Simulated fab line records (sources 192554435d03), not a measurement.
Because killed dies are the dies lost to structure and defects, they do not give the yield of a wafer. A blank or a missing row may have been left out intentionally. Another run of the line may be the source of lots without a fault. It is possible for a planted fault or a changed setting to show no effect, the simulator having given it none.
fab line records	flow n5Finfet
record: lots: 9	wafers: 25	lastDay: 16
route steps=1938 shown BEOL_M0_CUTY@712 BEOL_M0@726 BEOL_M4@1111
lots untouched by any fault: they come from a run of this same line in which no faults occurred
startH: the number of hours between the record's first day and the start of the first shown wafer of the lot	waitH: hours from the lot's prior step to this one	" repeats the value in the row above	L1.1+2: a single row standing in for several wafers	- value missing, or start not given	* or withheld: withheld	< > ~ a bound
route shown NAME@n: a module of which the file shows steps, and the number in the route of the first	usual: the fault-free wafers' mean and standard deviation	same: alike in all rows	chamber/n: place in a boat	sites: the reading at each site	_std_site: standard deviation across them	_edge_site: the outer-site mean with the inner-site mean subtracted	radiusMm: how far each site lies from the wafer's centre	mask NAME#n: copy n	behind: the most recent tool/chamber to have shaped the wafer	hold: reason for holding the lot/hours on hold/outcome of the hold	device: which transistor (n, p or np) failed to switch	end of line: the same wafers' tests at the end of the route	step lacking rows: just its recipe	killed: count of dies lost to structure and defects at first sort (not the wafer's yield)	map: a wafer's dies, marking killed ones x, the rest . and places with no die _
set.NAME: the setting that was run; set.NAME@STEP: the one run at that earlier step	model.NAME: the simulator's own value behind a step, which no gauge read
the route's steps for a sample of lots (tables are steps, rows are wafers)
services: when a tool's chamber went out of use (startH, in hours from the record's first day, below 0 if earlier), for how many hours, and the reason
== steps ==
step: N5_BEOL_M0_CUTY_ETCH_62
recipe: chemistry: CF4	target: SiARC	maskMaterial: CAR-ArF-block	timeS: 58.5	ionEnergyEv: 80	pressureMtorr: 40	sourceW: 545	biasW: 36	Ar_flow_sccm: 100	cf4FlowSccm: 100	ends: cleared
usual: drypumpMotorCurrentA: 5.8/0.56	etchRfOnTimeS: 58.4/0.99	oesProductAu: 0.67/0.065	rfVppV: 184.1/1.2	showerheadPlenumPTorr: 2.14/0.069	throttleValvePct: 15.60/0.27
lot.wafer	tool	chamber	startH	waitH	drypumpMotorCurrentA	etchRfOnTimeS	oesProductAu	rfHoursCounterH	rfVppV	showerheadPlenumPTorr	throttleValvePct
L842.2	rieDiel-06	2	112.59	0.0	5.9	59.8	0.62	135	183.2	2.06	15.46
L842.5	"	1	"	"	5.7	58.6	0.65	-	183.7	2.23	15.85
L842.6	"	2	"	"	6.0	60.1	0.63	-	182.1	2.06	15.46
L844.2	rieDiel-06	2	125.75	0.0	5.9	59.2	0.63	139	183.5	2.06	15.46
L844.4	"	3	"	"	4.9	57.7	0.70	72	184.2	2.17	15.59
L844.6	"	0	"	"	6.8	58.9	0.69	-	184.1	2.08	15.33
L852.3	rieDiel-06	2	173.51	0.0	5.9	59.3	0.62	156	182.6	2.06	15.50
L852.5	"	1	"	"	5.7	58.5	0.64	-	185.6	2.22	15.91
L852.6	"	0	"	"	6.8	59.4	0.67	-	183.5	2.07	15.34
L853.2	rieDiel-02	0	181.91	0.0	5.3	56.6	0.76	31	182.2	2.09	15.09
L853.4	"	1	"	"	5.5	58.9	0.60	216	185.5	2.20	15.86
L853.6	"	0	"	"	5.2	56.9	0.76	-	185.2	2.09	15.08
L859.1	rieDiel-04	1	218.57	0.0	5.9	57.6	0.79	17	183.2	2.10	15.47
L859.4	"	0	"	"	6.5	56.3	0.83	4	184.2	2.11	15.40
L860.1	rieDiel-02	0	220.99	0.0	5.3	56.9	0.74	39	184.9	2.09	15.09
L860.4	"	1	"	"	5.5	58.4	0.59	223	185.0	2.20	15.87
L860.6	"	0	"	"	5.3	57.1	0.74	-	184.0	2.09	15.09
L861.1	rieDiel-06	1	230.33	0.0	5.7	58.1	0.62	160	185.3	2.22	15.93
L861.4	"	0	"	"	6.9	59.1	0.66	127	183.8	2.06	15.39
L862.2	rieDiel-06	2	237.32	0.0	5.9	59.5	0.60	180	183.0	2.05	15.54
L862.3	"	1	"	"	5.7	58.4	0.62	163	185.2	2.21	15.94
L862.4	"	3	"	"	4.9	57.9	0.67	114	183.9	2.15	15.67
L863.1	rieDiel-04	3	243.34	0.0	6.0	58.4	0.70	84	186.0	2.25	15.52
L863.3	"	1	"	"	5.9	57.4	0.78	27	181.9	2.09	15.48
L863.4	"	0	"	"	6.5	57.2	0.80	13	183.1	2.11	15.41
step: N5_BEOL_M0_ETCH_109
recipe: chemistry: CH3F/O2	targetDepthA: 80	overetchA: 24	target: SiCN	timeS: 27.4	ionEnergyEv: 120	pressureMtorr: 30	sourceW: 395	biasW: 75	Ar_flow_sccm: 150	CH3F_flow_sccm: 30	O2_flow_sccm: 20
usual: O2_flow_sccm: 20.00/0.06	drypumpMotorCurrentA: 5.9/0.48	oesProductAu: 0.68/0.073	rfVppV: 297.3/1.5	showerheadPlenumPTorr: 2.00/0.066	throttleValvePct: 16.32/0.25
lot.wafer	tool	chamber	startH	waitH	O2_flow_sccm	drypumpMotorCurrentA	oesProductAu	rfHoursCounterH	rfVppV	showerheadPlenumPTorr	throttleValvePct
L842.2	rieDiel-06	3	113.81	0.0	20.02	4.9	0.72	68	298.1	2.02	16.32
L842.5	"	2	"	"	19.97	5.9	0.66	-	295.7	1.93	16.16
L842.6	"	3	"	"	20.04	4.9	0.71	-	296.1	2.02	16.33
L844.2	rieDiel-04	3	131.71	0.1	19.91	6.0	0.73	38	300.7	2.12	16.11
L844.4	"	1	"	"	20.10	5.9	0.57	245	296.9	1.97	16.57
L844.6	"	2	"	"	19.99	5.8	0.73	-	296.1	1.95	16.27
L852.3	rieDiel-04	1	174.46	0.0	20.03	5.9	0.84	0	297.5	1.96	16.14
L852.5	"	3	"	"	20.03	6.0	0.72	-	299.0	2.11	16.14
L852.6	"	2	"	"	20.02	5.9	0.70	-	294.9	1.94	16.32
L853.2	rieDiel-02	2	184.69	0.1	20.07	6.5	0.70	89	298.4	2.02	16.43
L853.4	"	0	"	"	20.00	5.2	0.75	32	296.5	1.95	15.81
L853.6	"	0	"	"	20.06	5.2	0.74	-	295.3	1.95	15.81
L859.1	rieDiel-04	1	220.36	0.0	19.89	5.9	0.79	18	297.3	1.96	16.18
L859.4	"	2	"	"	20.03	5.8	0.69	87	296.1	1.94	16.33
L860.1	rieDiel-06	0	226.36	0.0	19.93	6.8	0.66	126	297.0	1.92	16.04
L860.4	"	3	"	"	20.02	4.9	0.67	111	299.6	2.01	16.39
L860.6	"	0	"	"	20.00	6.8	0.67	-	296.1	1.92	16.05
L861.1	rieDiel-02	1	234.02	0.4	19.98	5.5	0.60	228	297.4	2.05	16.57
L861.4	"	2	"	"	20.05	6.4	0.70	102	297.6	2.02	16.47
L862.2	rieDiel-06	2	238.82	0.0	19.90	5.9	0.61	180	295.1	1.91	16.24
L862.3	"	0	"	"	19.94	6.8	0.66	131	294.4	1.92	16.05
L862.4	"	1	"	"	19.96	5.7	0.63	164	297.9	2.08	16.68
L863.1	rieDiel-06	3	247.25	0.0	19.98	4.9	0.67	118	297.6	2.01	16.40
L863.3	"	0	"	"	19.97	6.9	0.65	134	295.1	1.91	16.04
L863.4	"	2	"	"	20.01	5.9	0.62	182	296.1	1.91	16.26
step: N5_BEOL_M0_ALD_136
recipe: material: TaN	targetThkA: *	tempC: 275	aldPrecursorFamily: PDMAT	aldCoReactant: NH3	pressureTorr: 3	carrierFlowSccm: 1500	pulseTimeS: 2	purgeTimeS: 3	coReactantPurgeTimeS: 2	coReactantPulseTimeS: 3	aldCycles: 30	precursorVesselTempC: 75	precursorVesselPressureTorr: 26.25	precursorVesselCarrierSccm: 1000
usual: heaterPowerW: 435/43	purgeTimeS: 3/0
lot.wafer	tool	chamber	startH	waitH	heaterPowerW	purgeTimeS
L842.2	aldMetal-01	0	114.36	0.0	436	3
L842.5	"	2	"	"	478	3
L842.6	"	3	"	"	393	3
L844.2	aldMetal-02	0	132.49	0.0	419	3
L844.4	"	2	"	"	425	3
L844.6	"	0	"	"	418	3
L852.3	aldMetal-01	0	175.05	0.1	433	3
L852.5	"	0	"	"	437	3
L852.6	"	1	"	"	384	3
L853.2	aldMetal-04	1	185.12	0.1	506	3
L853.4	"	2	"	"	487	3
L853.6	"	2	"	"	491	3
L859.1	aldMetal-01	3	221.39	0.0	395	3
L859.4	"	0	"	"	438	3.2168
L860.1	aldMetal-01	1	227.35	0.1	376	3
L860.4	"	0	"	"	428	3.2168
L860.6	"	0	"	"	429	3
L861.1	aldMetal-01	0	234.36	0.1	437	3
L861.4	"	3	"	"	391	3.2168
L862.2	aldMetal-02	2	239.45	0.0	424	3
L862.3	"	1	"	"	470	3
L862.4	"	1	"	"	471	3
L863.1	aldMetal-02	2	247.95	0.1	420	3
L863.3	"	0	"	"	423	3
L863.4	"	3	"	"	395	3
step: N5_BEOL_M0_SPUTTER_116
recipe: material: Cu	targetThkA: 40	tempC: -20	chamberPressurePa: 0.07	powerW: withheld	timeS: 7.37
usual: throttleValvePct: 29.8/1.4
lot.wafer	tool	chamber	startH	waitH	throttleValvePct
L842.2	pvdSputter-02	-	115.56	0.1	28.0
L842.5	"	-	"	"	27.9
L842.6	"	-	"	"	29.6
L844.2	pvdSputter-03	-	133.05	0.1	31.7
L844.4	"	-	"	"	27.6
L844.6	"	-	"	"	29.8
L852.3	pvdSputter-01	-	176.99	1.5	28.4
L852.5	"	-	"	"	31.6
L852.6	"	-	"	"	29.3
L853.2	pvdSputter-03	-	187.40	1.7	32.3
L853.4	"	-	"	"	31.4
L853.6	"	-	"	"	27.8
L859.1	pvdSputter-02	-	222.01	0.1	29.6
L859.4	"	-	"	"	27.9
L860.1	pvdSputter-02	-	229.39	0.1	27.8
L860.4	"	-	"	"	29.8
L860.6	"	-	"	"	27.9
L861.1	pvdSputter-02	-	236.31	0.1	29.4
L861.4	"	-	"	"	28.0
L862.2	pvdSputter-01	-	239.97	0.1	28.6
L862.3	"	-	"	"	30.4
L862.4	"	-	"	"	29.1
L863.1	pvdSputter-03	-	248.49	0.2	32.1
L863.3	"	-	"	"	30.0
L863.4	"	-	"	"	28.0
step: N5_BEOL_M4_RC_MEAS_101
usual: DIBL_N: 36.3/1	DIBL_P: 36.2/1.4	IOFF_N: 0.157/0.021	IOFF_P: 0.206/0.025	ION_N: 673/9	ION_P: 461/6.4	SS_N: 71.5/0.5	SS_P: 73.2/0.47	VT_N: 249.9/2.4	VT_P: -250.6/2.9
lot.wafer	tool	chamber	startH	waitH	DIBL_N[mV/V]	DIBL_P[mV/V]	IOFF_N[nA/um]	IOFF_P[nA/um]	ION_N[uA/um]	ION_P[uA/um]	SS_N[mV/dec]	SS_P[mV/dec]	VT_N[mV]	VT_P[mV]
L842.2	prober-01	0	168.26	0.2	35.0	35.5	0.131	0.174	674	456	71.2	72.7	252.7	-254.4
L842.5	"	0	"	"	35.3	34.7	0.128	0.170	664	452	71.7	73.0	252.4	-255.1
L842.6	"	0	"	"	35.6	35.7	0.131	0.179	665	456	70.8	72.5	254.0	-254.1
L844.2	prober-02	0	178.17	0.2	36.3	36.9	0.150	0.209	659	457	71.7	72.9	252.3	-251.1
L844.4	"	0	"	"	35.5	36.1	0.134	0.194	657	452	71.6	73.6	255.2	-251.2
L844.6	"	0	"	"	37.9	38.2	0.171	0.225	669	461	72.7	74.3	250.0	-252.0
L852.3	prober-02	0	215.13	0.3	35.7	34.6	0.132	0.177	668	458	71.7	72.9	250.7	-251.9
L852.5	"	0	"	"	37.5	36.7	0.153	0.205	664	458	71.8	73.6	251.9	-251.3
L852.6	"	0	"	"	35.7	34.4	0.135	0.174	659	456	71.9	72.6	251.5	-251.5
L853.2	prober-01	0	234.04	0.2	36.5	35.9	0.161	0.207	675	461	71.6	72.9	248.3	-252.3
L853.4	"	0	"	"	35.9	35.9	0.152	0.208	670	465	71.8	72.8	250.5	-248.5
L853.6	"	0	"	"	35.5	35.2	0.155	0.199	674	469	71.9	72.5	249.1	-248.3
L859.1	prober-02	0	268.33	0.0	35.8	37.4	0.156	0.204	668	457	71.8	73.7	249.6	-252.1
L859.4	"	0	"	"	35.6	35.9	0.151	0.179	665	455	70.6	73.3	248.0	-254.9
L860.1	prober-01	0	271.10	0.0	37.3	38.0	0.173	0.249	690	471	72.1	73.8	249.4	-244.6
L860.4	"	0	"	"	37.6	38.4	0.181	0.255	685	480	72.4	73.7	245.4	-244.6
L860.6	"	0	"	"	36.7	36.6	0.157	0.226	674	466	72.5	72.7	247.9	-248.5
L861.1	prober-02	0	281.11	0.0	37.5	35.7	0.148	0.179	665	448	71.8	73.4	251.7	-255.2
L861.4	"	0	"	"	35.4	34.3	0.120	0.157	667	455	70.2	72.9	252.6	-255.0
L862.2	prober-01	0	287.29	0.8	35.8	36.5	0.162	0.227	680	469	71.4	74.0	245.4	-247.4
L862.3	"	0	"	"	34.6	35.0	0.136	0.198	670	467	71.5	72.7	251.9	-251.0
L862.4	"	0	"	"	35.3	35.7	0.152	0.210	677	468	71.4	73.7	251.6	-245.4
L863.1	prober-01	0	289.16	0.0	35.8	34.6	0.141	0.206	679	470	71.0	73.2	250.3	-247.9
L863.3	"	0	"	"	36.5	34.8	0.147	0.210	665	463	71.5	72.5	248.9	-246.2
L863.4	"	0	"	"	35.6	34.3	0.142	0.208	681	472	71.0	72.6	250.8	-247.9
== services ==
tool	chamber	startH	hours	kind
rieDiel-04	0	96.47	9.4	repair
aldMetal-04	-	106.56	0.5	repair
rieDiel-04	1	108.49	18.2	repair
aldMetal-01	0	120.42	5.1	repair
aldMetal-01	2	122.27	1.8	repair
pvdSputter-02	-	125.20	3.7	repair
rieDiel-04	1	151.30	-	clean
rieDiel-04	1	151.30	-	consumableReplace:focusRing
rieDiel-04	1	151.30	20.6	scheduledDown
rieDiel-04	1	151.30	20.6	ventCycle
rieDiel-06	2	154.30	2.7	repair
rieDiel-02	-	187.98	14.6	pm
rieDiel-04	0	191.11	-	clean
rieDiel-04	0	191.11	-	consumableReplace:focusRing
rieDiel-04	0	191.11	17.0	scheduledDown
rieDiel-04	0	191.11	17.0	ventCycle
aldMetal-02	-	201.78	6.0	pm
rieDiel-04	1	209.25	5.5	repair
aldMetal-02	0	223.66	15.9	repair
rieDiel-04	0	234.06	1.5	repair
== key ==
firstSign: step: N5_BEOL_M0_ALD_136	reading: purgeTimeS	direction: up	sigmas: 99+	usual: *	struck: *
effect none on later readings
metAt N5_BEOL_M0_ALD_136
struckLots L859,L860,L861
struckWafers L859.4,L860.4,L861.4
notActingAt N5_BEOL_M0_CUTY_ETCH_62,N5_BEOL_M0_ETCH_109,N5_BEOL_M0_SPUTTER_116
onsetBetween 175.05 221.39
fault: kind: processParameterDrift	tool: aldMetal-01	chamber: -	onsetH: 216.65	steps: N5_BEOL_M0_ALD_136	channel: purgeTimeS	offset: *	shape: step	endH: 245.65	scope: struckWafersOnly	actsIn: *	stated: *
